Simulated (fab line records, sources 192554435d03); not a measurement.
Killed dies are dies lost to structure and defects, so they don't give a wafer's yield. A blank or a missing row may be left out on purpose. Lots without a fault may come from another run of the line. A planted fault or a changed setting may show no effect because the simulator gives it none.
Chamber matching | flow n5_finfet | N5_FIN_SAQP_MANDREL_ETCH_58 on rie_si-01: 4 sister chambers
The step etches a-Si in HBr/Cl2, stops on SiNx, target depth 45 nm, bt time 10 s, time 27 s. 36 wafers are shown with their chamber, then 12 later ones without.

WAFERS WITH THEIR CHAMBER
wafer  | chamber | drypump_motor_current_A (A) | throttle_valve_pct (%) | oes_product_au (a.u.)
L076.3 | 1       | 6.0                         | 35.90                  | 0.703
L076.4 | 0       | 6.0                         | 35.85                  | 0.681
L076.6 | 0       | 6.0                         | 35.84                  | 0.699
L078.1 | 0       | 6.0                         | 35.88                  | 0.690
L078.2 | 2       | 5.4                         | 35.40                  | 0.698
L078.3 | 3       | 6.7                         | 35.45                  | 0.714
L078.4 | 1       | 6.0                         | 35.90                  | 0.708
L078.5 | 3       | 6.6                         | 35.43                  | 0.705
L078.6 | 2       | 5.4                         | 35.38                  | 0.710
L079.3 | 2       | 5.4                         | 35.39                  | 0.698
L079.4 | 1       | 6.0                         | 35.92                  | 0.694
L079.6 | 1       | 6.0                         | 35.92                  | 0.702
L080.1 | 2       | 5.4                         | 35.41                  | 0.699
L080.4 | 0       | 6.0                         | 35.86                  | 0.685
L080.6 | 0       | 6.0                         | 35.86                  | 0.691
L082.1 | 1       | 5.9                         | 35.92                  | 0.696
L082.4 | 3       | 6.7                         | 35.44                  | 0.712
L082.5 | 0       | 6.0                         | 35.87                  | 0.680
L083.1 | 1       | 6.0                         | 35.94                  | 0.688
L083.2 | 0       | 6.0                         | 35.88                  | 0.682
L083.5 | 2       | 5.4                         | 35.41                  | 0.699
L087.1 | 2       | 5.4                         | 35.38                  | 0.706
L087.2 | 3       | 6.7                         | 35.43                  | 0.712
L087.3 | 1       | 6.0                         | 35.91                  | 0.695
L087.4 | 0       | 6.0                         | 35.85                  | 0.703
L087.5 | 2       | 5.4                         | 35.41                  | 0.713
L087.6 | 3       | 6.7                         | 35.42                  | 0.723
L089.1 | 2       | 5.4                         | 35.40                  | 0.708
L089.2 | 3       | 6.7                         | 35.46                  | 0.705
L089.3 | 0       | 6.0                         | 35.85                  | 0.697
L089.4 | 1       | 6.0                         | 35.90                  | 0.704
L089.5 | 1       | 6.0                         | 35.90                  | 0.704
L089.6 | 2       | 5.3                         | 35.37                  | 0.719
L091.1 | 3       | 6.7                         | 35.46                  | 0.702
L091.3 | 1       | 6.0                         | 35.92                  | 0.692
L091.4 | 0       | 6.0                         | 35.86                  | 0.689

SIGNATURES (means of the wafers above)
reading                 | chamber 0 | chamber 1 | chamber 2 | chamber 3 | scatter within a chamber
drypump_motor_current_A | 6.000     | 5.990     | 5.389     | 6.686     | 0.0288
throttle_valve_pct      | 35.8600   | 35.9130   | 35.3944   | 35.4414   | 0.0143
oes_product_au          | 0.68970   | 0.69860   | 0.70556   | 0.71043   | 0.00732
Rule: a wafer's distance from a chamber is the root of the sum, over the readings, of the square of ((its reading less the chamber's mean) divided by the reading's scatter). The wafer belongs to the nearest chamber; if the next one is less than 2 further off, it can't be placed. The scatter: the root of (the sum of the squares of (reading less its chamber's mean) over the shown wafers, divided by (wafers less chambers)).

WAFERS WITHOUT THEIR CHAMBER
wafer  | drypump_motor_current_A (A) | throttle_valve_pct (%) | oes_product_au (a.u.)
L092.2 | 6.7                         | 35.47                  | 0.700
L092.5 | 5.9                         | 35.93                  | 0.684
L092.6 | 6.0                         | 35.89                  | 0.681
L095.2 | 6.0                         | 35.91                  | 0.697
L095.4 | 6.0                         | 35.86                  | 0.696
L095.5 | 6.0                         | 35.90                  | 0.692
L097.1 | 6.0                         | 35.91                  | 0.701
L097.2 | 6.0                         | 35.86                  | 0.687
L097.3 | 5.4                         | 35.42                  | 0.700
L097.4 | 6.6                         | 35.43                  | 0.705
L097.5 | 6.6                         | 35.45                  | 0.711
L097.6 | 5.4                         | 35.37                  | 0.711

WHICH CHAMBER EACH WENT THROUGH
wafer  | from the rows above     | in truth
L092.2 | 3                       | 3
L092.5 | 1                       | 1
L092.6 | can't be placed: 0 or 1 | 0
L095.2 | 1                       | 1
L095.4 | 0                       | 0
L095.5 | can't be placed: 1 or 0 | 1
L097.1 | 1                       | 1
L097.2 | 0                       | 0
L097.3 | 2                       | 2
L097.4 | 3                       | 3
L097.5 | 3                       | 3
L097.6 | 2                       | 2
Placed correctly: 10 of 12. Can't be placed from these rows: 2 (the true chamber is among the candidates in 2). Placed wrongly: 0.
